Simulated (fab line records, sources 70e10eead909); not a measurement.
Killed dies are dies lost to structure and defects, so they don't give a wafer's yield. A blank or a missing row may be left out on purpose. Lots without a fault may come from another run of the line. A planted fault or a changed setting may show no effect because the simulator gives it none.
A struck lot beside a sound one | flow nand_harc | 41 steps out of a route of 1302
Sound: wafers L296.3, L296.4, L296.6. Struck: wafer L309.6. (L309.4, L309.5 of the same lot were not struck and are left out.) The cause comes at the end.
At each step with rows: each side's tool, then ch and its chambers, then its first start. Under that, the readings that differ: sound wafers | struck wafers | difference of the means | sigmas: that difference in standard deviations of wafers without a fault.
alike: readings whose means differ by less than 2 such deviations, and words and numbers that are the same on both sides. not compared: withheld readings, readings that some wafer has no value for, bounds like >300 that may hide the same value, and numbers for which the record gives no deviation and whose values overlap.
The two part at a step that has a row with sigmas, a row that says differs or no value, or rows on one side only. Numbers that don't overlap but have no deviation are shown without sigmas and don't part them. A reading that every wafer of one side lacks parts them only if that side has two wafers or more.

NHARC_P_BONDPAD_CD_MEAS_09: target cd 500 nm.
  sound on cd_sem-03 ch 0, day 7 21:00; struck on cd_sem-02 ch 0, day 13 13:55
  alike: cd_nm
NHARC_P_BONDPAD_OVL_MEAS_38:
  sound on overlay-01, day 7 21:05; struck on overlay-01, day 13 14:00
  alike: overlay_x_nm, overlay_y_nm
then, 4 steps without rows for these wafers: NHARC_P_BONDPAD_HARDBAKE_10 (time 65 s); NHARC_P_BONDPAD_DESCUM_11 (chemistry O2, time 3 s); NHARC_P_BONDPAD_ETCH_37 (etches the open film in N2/H2, target depth 60 nm, overetch 18 nm, time 65.91 s); NHARC_P_BONDPAD_ETCH_12 (etches the open film in CHF3/O2, target depth 200 nm, time 100 s).
NHARC_P_BONDPAD_CD_MEAS_13:
  sound on cd_sem-01, day 7 21:31; struck on cd_sem-03, day 13 14:26
  alike: cd_nm
then, 1 step without rows for these wafers: NHARC_P_BONDPAD_STRIP_15 (strips in O2).
NHARC_P_BONDPAD_ETCH_24: etches the open film in CF4/N2, target depth 30 nm, time 72.99 s.
  sound on rie_diel-02 ch 0,1; struck on rie_diel-11 ch 3
  reading                         | sound          | struck | difference | sigmas
  showerhead_plenum_p_Torr (Torr) | 2.51 2.59 2.51 | 2.79   | +0.25      | +2
  alike: drypump_motor_current_A, mfc_ar_sccm, oes_product_au, rf_vpp_V, throttle_valve_pct
  not compared: rf_hours_counter_h
then, 1 step without rows for these wafers: NHARC_P_BONDPAD_STRIP_16 (strips in post etch residue remover, time 600 s).
NHARC_P_BONDPAD_DEGAS_25: time 60 s.
  sound on pvd_sputter-02, day 7 22:08; struck on pvd_sputter-01, day 13 15:04
  alike: heater_power_w
then, 1 step without rows for these wafers: NHARC_P_BONDPAD_PRE_CLEAN_26 (time 30 s).
NHARC_P_BONDPAD_PVD_17: deposits TaN, target thk 5 nm, time 8.06 s.
  sound on pvd_sputter-02, day 7 22:16; struck on pvd_sputter-01, day 13 15:11
  alike: throttle_valve_pct
then, 3 steps without rows for these wafers: NHARC_P_BONDPAD_PVD_27 (deposits Cu, target thk 30 nm, time 20.49 s); NHARC_P_BONDPAD_ECD_18 (material Cu, target thk 400 nm); NHARC_P_BONDPAD_ANNEAL_28 (time 90 s).
NHARC_P_BONDPAD_CMP_19: polishes, t overpolish 30 s, cu recess touch 16 s, target thk 160.81 nm.
  sound on cmp-02 ch 0,1,3, day 7 23:17; struck on cmp-04 ch 0, day 13 16:22
  alike: edge_zone_pressure_frac, motor_current_A, overpolish_run_s
NHARC_P_BONDPAD_THK_MEAS_20: measures by xrf.
  sound on film_metro-02, day 7 23:33; struck on film_metro-02, day 13 16:36
  reading     | sound             | struck | difference | sigmas
  thk_nm (nm) | 160.4 160.8 160.3 | 164.5  | +4.0       | +2
then, 1 step without rows for these wafers: NHARC_P_BONDPAD_SRD_21 (time 30 s, dry time 20 s).
NHARC_P_BONDPAD_INSPECT_23:
  sound on defect_inspect-01, day 7 23:45; struck on defect_inspect-01, day 13 16:50
  alike: raw_defect_count
then, 3 steps without rows for these wafers: NHARC_P_BONDPAD_ACTIVATE_29 (chemistry N2, time 60 s); NHARC_P_BONDPAD_PRECLEAN_30 (cleans in DIW, time 300 s); NHARC_P_BONDPAD_SRD_31 (time 30 s, dry time 20 s).
NHARC_A_START_INSPECT_01:
  sound on defect_inspect-02, day 8 00:13; struck on defect_inspect-01, day 13 17:18
  alike: raw_defect_count
then, 11 steps without rows for these wafers: NHARC_A_ZERO_WELL_PRECLEAN_00 (cleans in SPM, time 600 s); NHARC_A_ZERO_WELL_SRD_01; NHARC_A_ZERO_WELL_DEHYDRATE_02 (time 120 s); NHARC_A_ZERO_WELL_HMDS_03 (time 30 s); NHARC_A_ZERO_WELL_COAT_18 (time 65 s); NHARC_A_ZERO_WELL_COAT_04 (resist thk 600 nm); NHARC_A_ZERO_WELL_SOFTBAKE_05 (time 70 s); NHARC_A_ZERO_WELL_EBR_06; NHARC_A_ZERO_WELL_EXPOSE_07 (exposes mask A ZERO); NHARC_A_ZERO_WELL_PEB_08 (peb time 80 s); NHARC_A_ZERO_WELL_DEVELOP_09 (time 50 s).
NHARC_A_ZERO_WELL_CD_MEAS_10: target cd 2000 nm.
  sound on cd_sem-01 ch 0, day 8 01:04; struck on cd_sem-02 ch 0, day 13 18:01
  alike: cd_nm
then, 2 steps without rows for these wafers: NHARC_A_ZERO_WELL_HARDBAKE_11 (time 65 s); NHARC_A_ZERO_WELL_DESCUM_12 (chemistry O2, time 3 s).
NHARC_A_ZERO_WELL_ETCH_19: etches the open film in N2/H2, target depth 80 nm, overetch 24 nm, time 87.88 s.
  sound on rie_diel-06 ch 1,3, day 8 01:19; struck on rie_diel-06 ch 3, day 13 18:16
  alike: drypump_motor_current_A, mfc_ar_sccm, oes_product_au, rf_vpp_V, showerhead_plenum_p_Torr, throttle_valve_pct
  not compared: rf_hours_counter_h
NHARC_A_ZERO_WELL_ETCH_13: etches the open film in HBr/Cl2, target depth 120 nm, time 40.1 s.
  sound on rie_si-06 ch 0,1,2, day 8 01:26; struck on rie_si-01 ch 3, day 13 18:22
  alike: drypump_motor_current_A, oes_product_au, throttle_valve_pct
  not compared: rf_hours_counter_h
-- the record jumps here: 18 days lie between the struck wafers' starts before and after (it left off in module A_ZERO_WELL and takes up again in module END, whose first step shown is number 1302 of the route) --
NHARC_END_SORT_01:
  the record has rows for the struck wafers here (prober-01 ch 0, day 31 23:09) and none for the sound ones

WHERE THEY PART
First at NHARC_P_BONDPAD_ETCH_24; last, within this record, at NHARC_END_SORT_01.

WHY: what the simulator had put in
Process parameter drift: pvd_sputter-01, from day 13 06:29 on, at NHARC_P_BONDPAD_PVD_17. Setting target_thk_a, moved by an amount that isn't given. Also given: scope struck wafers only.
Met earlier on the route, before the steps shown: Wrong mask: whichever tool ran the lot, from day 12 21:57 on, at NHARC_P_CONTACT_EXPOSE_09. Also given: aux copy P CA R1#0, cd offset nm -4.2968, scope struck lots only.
